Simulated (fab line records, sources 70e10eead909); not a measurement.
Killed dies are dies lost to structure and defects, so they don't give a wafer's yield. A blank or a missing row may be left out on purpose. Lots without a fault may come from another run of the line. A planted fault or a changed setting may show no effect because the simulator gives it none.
Which tool did it? | flow nand_harc | 12 lots, 36 wafers sampled, at 5 steps of a route of 1302

WHAT THE GAUGES READ, wafer by wafer
NHARC_END_SORT_01. Usual: killed_at_array 55, standard deviation 20; killed_at_other 1.1, standard deviation 1.2; killed_at_periphery 3.8, standard deviation 2.8; killed_dies 60, standard deviation 19; killed_open 3.4, standard deviation 1.9; killed_short 2.2, standard deviation 1.5.
lot  | measured     | on        | killed_at_array | killed_at_other | killed_at_periphery | killed_dies | killed_open | killed_short | flag
L103 | day 29 11:46 | prober-02 | 633 31 49       | 0 1 1           | 5 3 5               | 638 35 55   | 4 5 6       | 2 0 4        | OFF

WHICH TOOL RAN EACH LOT (tool, then ch and the chambers of the sampled wafers, then the start)
lot  | NHARC_A_STAIRCASE_TRIM_12          | NHARC_A_STAIRCASE_ETCH_17          | NHARC_A_STAIRCASE_TRIM_18                   | NHARC_A_STAIRCASE_ETCH_27
L994 | rie_diel-12 ch 0,1,2, day 15 22:54 | rie_diel-12 ch 1,2,3, day 15 23:29 | rie_diel-12 ch 0,1,2, no start              | rie_diel-12 ch 0,1,3, no start
L995 | rie_diel-12 ch 0,1,3, day 16 14:27 | rie_diel-12 ch 1,2, day 16 15:25   | rie_diel-12 ch 0,3, no start                | rie_diel-12 ch 2,3, no start
L997 | rie_diel-01 ch 0,2, day 17 06:41   | rie_diel-01 ch 1,2,3, day 17 07:21 | rie_diel-01 ch 1,2, no start                | rie_diel-06 ch 0,3, no start
L998 | rie_diel-06 ch 0,1,3, day 17 17:53 | rie_diel-06 ch 0,3, day 17 18:33   | rie_diel-06 ch 0,1, no start                | rie_diel-01 ch 1,2, no start
L103 | rie_diel-06 ch 1,2, day 20 00:43   | rie_diel-06 ch 0,2, day 20 01:20   | rie_diel-06 ch 0,2, day 29 11:46 or earlier | rie_diel-12 ch 1,3, day 29 11:46 or earlier
L108 | rie_diel-12 ch 0,2,3, day 22 02:40 | rie_diel-12 ch 0,1,2, day 22 03:28 | rie_diel-12 ch 2,3, no start                | rie_diel-06 ch 1,2,3, no start
L110 | rie_diel-01 ch 1,2, day 22 17:10   | rie_diel-01 ch 1,2,3, day 22 17:55 | rie_diel-01 ch 1,2, no start                | rie_diel-01 ch 1,2,3, no start
L112 | rie_diel-12 ch 0,1,2, day 23 03:13 | rie_diel-12 ch 0,1,2, day 23 04:38 | rie_diel-12 ch 0,1,2, no start              | rie_diel-06 ch 1,2,3, no start
L113 | rie_diel-12 ch 1,2,3, day 23 15:02 | rie_diel-12 ch 0,2,3, day 23 16:49 | rie_diel-12 ch 0,1,2, no start              | rie_diel-01 ch 0,2,3, no start
L114 | rie_diel-01 ch 1,2, day 23 22:22   | rie_diel-01 ch 2,3, day 23 22:59   | rie_diel-01 ch 1,3, no start                | rie_diel-12 ch 0,3, no start
L116 | rie_diel-12 ch 1,2,3, day 24 21:34 | rie_diel-12 ch 0,2,3, day 24 22:09 | rie_diel-12 ch 0,2,3, no start              | rie_diel-12 ch 1,2,3, no start
L115 | rie_diel-06 ch 0,1, day 24 21:42   | rie_diel-06 ch 0,3, day 24 22:19   | rie_diel-06 ch 0,3, no start                | rie_diel-06 ch 1,2, no start
- NHARC_A_STAIRCASE_TRIM_12: chemistry O2, time 211.2 s.
- NHARC_A_STAIRCASE_ETCH_17: etches the open film in C4F8/O2, target depth 100 nm, time 40.5 s.
- NHARC_A_STAIRCASE_TRIM_18: chemistry O2, time 211.2 s.
- NHARC_A_STAIRCASE_ETCH_27: etches the open film in C4F8/O2, target depth 100 nm, time 40.5 s.

WHAT THE TOOLS THEMSELVES READ (means of the sampled wafers that have a number; where no wafer has one, the mark that the record gives instead)
NHARC_A_STAIRCASE_TRIM_12. Usual: drypump_motor_current_A 5.8 A, standard deviation 0.32; mfc_ar_sccm 0.005 sccm, standard deviation 0.0061; oes_product_au 1.003 a.u., standard deviation 0.012; rf_vpp_V 57.9 V, standard deviation 1; showerhead_plenum_p_Torr 3.53 Torr, standard deviation 0.19; throttle_valve_pct 17.037 %, standard deviation 0.0092.
lot  | tool        | drypump_motor_current_A (A) | mfc_ar_sccm (sccm) | oes_product_au (a.u.) | rf_vpp_V (V) | showerhead_plenum_p_Torr (Torr) | throttle_valve_pct (%) | flag
L994 | rie_diel-12 | 6.0                         | 0.003              | 0.998                 | 57.4         | 3.61                            | 17.044                 |
L995 | rie_diel-12 | 5.8                         | 0.003              | 1.000                 | 57.4         | 3.57                            | 17.043                 |
L997 | rie_diel-01 | 5.6                         | 0.015              | 1.007                 | 56.6         | 3.38                            | 17.033                 |
L998 | rie_diel-06 | 5.7                         | 0.005              | 0.999                 | 58.3         | 3.45                            | 17.046                 |
L103 | rie_diel-06 | 5.5                         | 0.000              | 1.001                 | 58.5         | 3.60                            | 17.041                 |
L108 | rie_diel-12 | 6.0                         | 0.002              | 1.013                 | 57.2         | 3.64                            | 17.032                 |
L110 | rie_diel-01 | 5.9                         | 0.011              | 1.019                 | 57.5         | 3.29                            | 17.038                 |
L112 | rie_diel-12 | 6.0                         | 0.003              | 1.000                 | 57.7         | 3.58                            | 17.039                 |
L113 | rie_diel-12 | 5.9                         | 0.001              | 1.011                 | 57.5         | 3.59                            | 17.043                 |
L114 | rie_diel-01 | 6.2                         | 0.006              | 1.003                 | 57.7         | 3.30                            | 17.036                 |
L116 | rie_diel-12 | 5.9                         | 0.001              | 1.008                 | 57.2         | 3.59                            | 17.025                 |
L115 | rie_diel-06 | 5.6                         | 0.000              | 1.007                 | 58.1         | 3.41                            | 17.036                 |

NHARC_A_STAIRCASE_ETCH_17. Usual: oes_product_au 0.945 a.u., standard deviation 0.015; rf_vpp_V 896 V, standard deviation 6.9.
lot  | tool        | oes_product_au (a.u.) | rf_vpp_V (V) | flag
L994 | rie_diel-12 | 0.940                 | 893          |
L995 | rie_diel-12 | 0.937                 | 893          |
L997 | rie_diel-01 | 0.953                 | 893          |
L998 | rie_diel-06 | 0.949                 | 891          |
L103 | rie_diel-06 | 0.896                 | 900          | OFF
L108 | rie_diel-12 | 0.940                 | 898          |
L110 | rie_diel-01 | 0.960                 | 893          |
L112 | rie_diel-12 | 0.922                 | 897          |
L113 | rie_diel-12 | 0.954                 | 900          |
L114 | rie_diel-01 | 0.966                 | 897          |
L116 | rie_diel-12 | 0.954                 | 900          |
L115 | rie_diel-06 | 0.938                 | 890          |

NHARC_A_STAIRCASE_TRIM_18. Usual: drypump_motor_current_A 5.8 A, standard deviation 0.31; mfc_ar_sccm 0.004 sccm, standard deviation 0.0059; oes_product_au 1.003 a.u., standard deviation 0.012; rf_vpp_V 57.8 V, standard deviation 0.97; showerhead_plenum_p_Torr 3.53 Torr, standard deviation 0.18; throttle_valve_pct 17.036 %, standard deviation 0.0088.
lot  | tool        | drypump_motor_current_A (A) | mfc_ar_sccm (sccm) | oes_product_au (a.u.) | rf_vpp_V (V) | showerhead_plenum_p_Torr (Torr) | throttle_valve_pct (%) | flag
L994 | rie_diel-12 | 6.0                         | 0.003              | 0.993                 | 57.9         | 3.61                            | 17.036                 |
L995 | rie_diel-12 | 5.9                         | 0.004              | 0.995                 | 58.2         | 3.62                            | 17.034                 |
L997 | rie_diel-01 | 5.9                         | 0.011              | 1.015                 | 56.8         | 3.31                            | 17.025                 |
L998 | rie_diel-06 | 5.7                         | 0.000              | 1.000                 | 58.4         | 3.49                            | 17.038                 |
L103 | rie_diel-06 | 5.4                         | 0.000              | 1.011                 | 57.7         | 3.51                            | 17.038                 |
L108 | rie_diel-12 | 5.9                         | 0.000              | 1.023                 | 57.8         | 3.66                            | 17.036                 |
L110 | rie_diel-01 | 5.9                         | 0.011              | 1.006                 | 57.1         | 3.29                            | 17.036                 |
L112 | rie_diel-12 | 6.0                         | 0.003              | 1.001                 | 57.4         | 3.58                            | 17.054                 |
L113 | rie_diel-12 | 6.0                         | 0.003              | 0.995                 | 58.5         | 3.58                            | 17.044                 |
L114 | rie_diel-01 | 6.0                         | 0.003              | 1.016                 | 58.5         | 3.61                            | 17.029                 |
L116 | rie_diel-12 | 6.0                         | 0.002              | 1.001                 | 58.2         | 3.63                            | 17.035                 |
L115 | rie_diel-06 | 5.8                         | 0.010              | 1.000                 | 57.0         | 3.38                            | 17.025                 |

NHARC_A_STAIRCASE_ETCH_27. Usual: oes_product_au 0.947 a.u., standard deviation 0.013; rf_vpp_V 895 V, standard deviation 6.6.
lot  | tool        | oes_product_au (a.u.) | rf_vpp_V (V) | flag
L994 | rie_diel-12 | 0.940                 | 898          |
L995 | rie_diel-12 | 0.940                 | 889          |
L997 | rie_diel-06 | 0.965                 | 891          |
L998 | rie_diel-01 | 0.956                 | 889          |
L103 | rie_diel-12 | 0.941                 | 904          |
L108 | rie_diel-06 | 0.936                 | 897          |
L110 | rie_diel-01 | 0.955                 | 893          |
L112 | rie_diel-06 | 0.940                 | 897          |
L113 | rie_diel-01 | 0.951                 | 896          |
L114 | rie_diel-12 | 0.934                 | 905          |
L116 | rie_diel-12 | 0.943                 | 898          |
L115 | rie_diel-06 | 0.928                 | 901          |

THE ANSWER, worked out from the rows above alone
Rule: a lot is off if the mean of its wafers that have a number lies more than 3 standard deviations from the usual mean. A lot without any number at a reading at which 4 lots or more have one is off too. The other lots that the step has rows for count as sound. The gauges are gone through in route order, then the tools' own readings, and for those a lot's mean is taken as printed above. The first step at which some lot is off is used, and at that step the reading that is off furthest; a lot without a number counts as furthest.
Off: L103, at NHARC_END_SORT_01 (killed_dies). Neither off nor sound, because the step has no rows for them: L994, L995, L997, L998, L108, L110, L112, L113, L114, L116, L115.
A tool fits if, at a process step before that reading, it ran every lot that is off, and no sound lot after the first of them. The gauges at NHARC_END_SORT_01 aren't tried: what is off there is off at NHARC_A_STAIRCASE_ETCH_17 too, on other tools, and a gauge's error can't cause that. NHARC_A_STAIRCASE_TRIM_18 gives no start for some lots, so the hours and the order of its lots are those of NHARC_END_SORT_01. NHARC_A_STAIRCASE_ETCH_27 gives no start for some lots, so the hours and the order of its lots are those of NHARC_END_SORT_01. Can't be told from this: 2 tools fit, rie_diel-06 at NHARC_A_STAIRCASE_TRIM_12 and NHARC_A_STAIRCASE_ETCH_17 and NHARC_A_STAIRCASE_TRIM_18, rie_diel-12 at NHARC_A_STAIRCASE_ETCH_27.

WHAT THE SIMULATOR HAD PUT IN
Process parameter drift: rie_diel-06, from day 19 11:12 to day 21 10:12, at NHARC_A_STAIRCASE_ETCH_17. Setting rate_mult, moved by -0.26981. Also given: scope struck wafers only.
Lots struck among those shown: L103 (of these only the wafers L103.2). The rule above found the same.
